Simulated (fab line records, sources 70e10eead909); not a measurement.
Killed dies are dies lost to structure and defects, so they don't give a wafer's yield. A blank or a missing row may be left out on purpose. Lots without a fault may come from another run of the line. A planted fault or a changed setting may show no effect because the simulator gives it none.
Which tool did it? | flow nand_harc | 12 lots, 36 wafers sampled, at 1 step of a route of 1159

WHAT THE GAUGES READ, wafer by wafer
NHARC_P_START_INSPECT_01.
lot  | measured    | on                | raw_defect_count
L075 | day 1 18:02 | defect_inspect-01 | 4 1 5
L077 | day 2 06:02 | defect_inspect-02 | 4 2 3
L079 | day 2 18:02 | defect_inspect-01 | 4 0 5
L081 | day 3 06:02 | defect_inspect-02 | 4 6 0
L083 | day 3 18:02 | defect_inspect-02 | 2 2 7
L085 | day 4 06:02 | defect_inspect-02 | 4 7 6
L087 | day 4 18:02 | defect_inspect-01 | 0 3 4
L089 | day 5 06:02 | defect_inspect-01 | 2 7 5
L091 | day 5 18:02 | defect_inspect-02 | 2 0 5
L093 | day 6 06:02 | defect_inspect-01 | 5 10 5
L095 | day 6 18:02 | defect_inspect-01 | 3 4 3
L097 | day 7 06:02 | defect_inspect-02 | 6 3 8

WHICH TOOL RAN EACH LOT (tool, then ch and the chambers of the sampled wafers, then the start)
The record holds no process step before these readings.

THE ANSWER, worked out from the rows above alone
Rule: what is usual is taken from the lots themselves. Put in order of their means at a reading, lots are off if they are a third of the lots or fewer, leave a main group of 4 or more, and stand apart from it by a gap of 3 or more times the standard deviation of the main group's means; of several such gaps the widest counts. A main group whose means are all the same, to the digits that the tables above print for the reading, isn't used. A lot without any number at a reading at which 4 lots or more have one is off too. The other lots that the step has rows for count as sound.
No lot is off at any reading shown: from this, nothing can be told.

WHAT THE SIMULATOR HAD PUT IN
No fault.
